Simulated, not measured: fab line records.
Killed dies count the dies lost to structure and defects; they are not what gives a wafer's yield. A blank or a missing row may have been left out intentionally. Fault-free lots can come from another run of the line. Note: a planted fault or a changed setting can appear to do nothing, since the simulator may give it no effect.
Matching of chambers :: flow nandHarc :: NHARC_P_M0_PRE_CLEAN_31 on pecvd-03 has 3 sister chambers
The step time 12 s. 16 wafers are shown with their chamber, then 8 later ones without.

== EACH WAFER AND ITS CHAMBER ==
wafer: L074.1
chamber: 0
heaterPowerW (W): 744
rfFwdPowerW (W): 292.3

wafer: L074.2
chamber: 2
heaterPowerW (W): 684
rfFwdPowerW (W): 294.1

wafer: L074.5
chamber: 0
heaterPowerW (W): 739
rfFwdPowerW (W): 292.6

wafer: L075.1
chamber: 1
heaterPowerW (W): 702
rfFwdPowerW (W): 293.7

wafer: L075.2
chamber: 2
heaterPowerW (W): 688
rfFwdPowerW (W): 294.1

wafer: L075.3
chamber: 0
heaterPowerW (W): 739
rfFwdPowerW (W): 292.5

wafer: L078.1
chamber: 2
heaterPowerW (W): 616
rfFwdPowerW (W): 291.7

wafer: L078.3
chamber: 0
heaterPowerW (W): 738
rfFwdPowerW (W): 291.1

wafer: L078.5
chamber: 1
heaterPowerW (W): 723
rfFwdPowerW (W): 292.7

wafer: L082.2
chamber: 2
heaterPowerW (W): 707
rfFwdPowerW (W): 290.9

wafer: L082.3
chamber: 1
heaterPowerW (W): 656
rfFwdPowerW (W): 292.0

wafer: L082.4
chamber: 0
heaterPowerW (W): 697
rfFwdPowerW (W): 292.9

wafer: L087.1
chamber: 2
heaterPowerW (W): 710
rfFwdPowerW (W): 291.6

wafer: L087.4
chamber: 1
heaterPowerW (W): 644
rfFwdPowerW (W): 290.3

wafer: L087.6
chamber: 0
heaterPowerW (W): 711
rfFwdPowerW (W): 291.0

wafer: L095.1
chamber: 0
heaterPowerW (W): 705
rfFwdPowerW (W): 292.7

SIGNATURES, as means of the wafers listed above
reading: heaterPowerW
chamber 0: 724.71
chamber 1: 681.25
chamber 2: 681.00
scatter within a chamber: 30.8

reading: rfFwdPowerW
chamber 0: 292.157
chamber 1: 292.175
chamber 2: 292.480
scatter within a chamber: 1.21
Rule: a wafer lies at a distance from a chamber equal to the root of the sum of squares, over the readings, of (its reading less the chamber's mean, divided by the reading's scatter). If the next closest chamber is less than 2 further off than the closest, the wafer can't be placed; otherwise it belongs to the closest. How the scatter is found: for the shown wafers, subtract from each reading the mean of its chamber, square and add these, divide the total by (wafers less chambers), then take the root.

== WAFERS WITH NO CHAMBER GIVEN ==
wafer: L095.2
heaterPowerW (W): 665
rfFwdPowerW (W): 292.3

wafer: L095.4
heaterPowerW (W): 662
rfFwdPowerW (W): 292.9

wafer: L097.2
heaterPowerW (W): 658
rfFwdPowerW (W): 291.0

wafer: L097.5
heaterPowerW (W): 659
rfFwdPowerW (W): 291.5

wafer: L097.6
heaterPowerW (W): 683
rfFwdPowerW (W): 291.5

wafer: L096.2
heaterPowerW (W): 667
rfFwdPowerW (W): 294.1

wafer: L096.4
heaterPowerW (W): 651
rfFwdPowerW (W): 292.5

wafer: L096.6
heaterPowerW (W): 721
rfFwdPowerW (W): 292.8

== THE CHAMBER EACH PASSED THROUGH ==
wafer: L095.2
from the rows above: can't be placed: 1 or 2 or 0
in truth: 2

wafer: L095.4
from the rows above: can't be placed: 2 or 1 or 0
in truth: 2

wafer: L097.2
from the rows above: can't be placed: 1 or 2 or 0
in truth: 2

wafer: L097.5
from the rows above: can't be placed: 1 or 2 or 0
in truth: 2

wafer: L097.6
from the rows above: can't be placed: 1 or 2 or 0
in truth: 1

wafer: L096.2
from the rows above: can't be placed: 2 or 1 or 0
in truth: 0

wafer: L096.4
from the rows above: can't be placed: 2 or 1 or 0
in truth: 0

wafer: L096.6
from the rows above: can't be placed: 0 or 2 or 1
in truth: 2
0 of 8 placed correctly. Cannot be placed on the basis of these rows: 8; the candidates contain the true chamber in 8. Placed wrongly: 0.
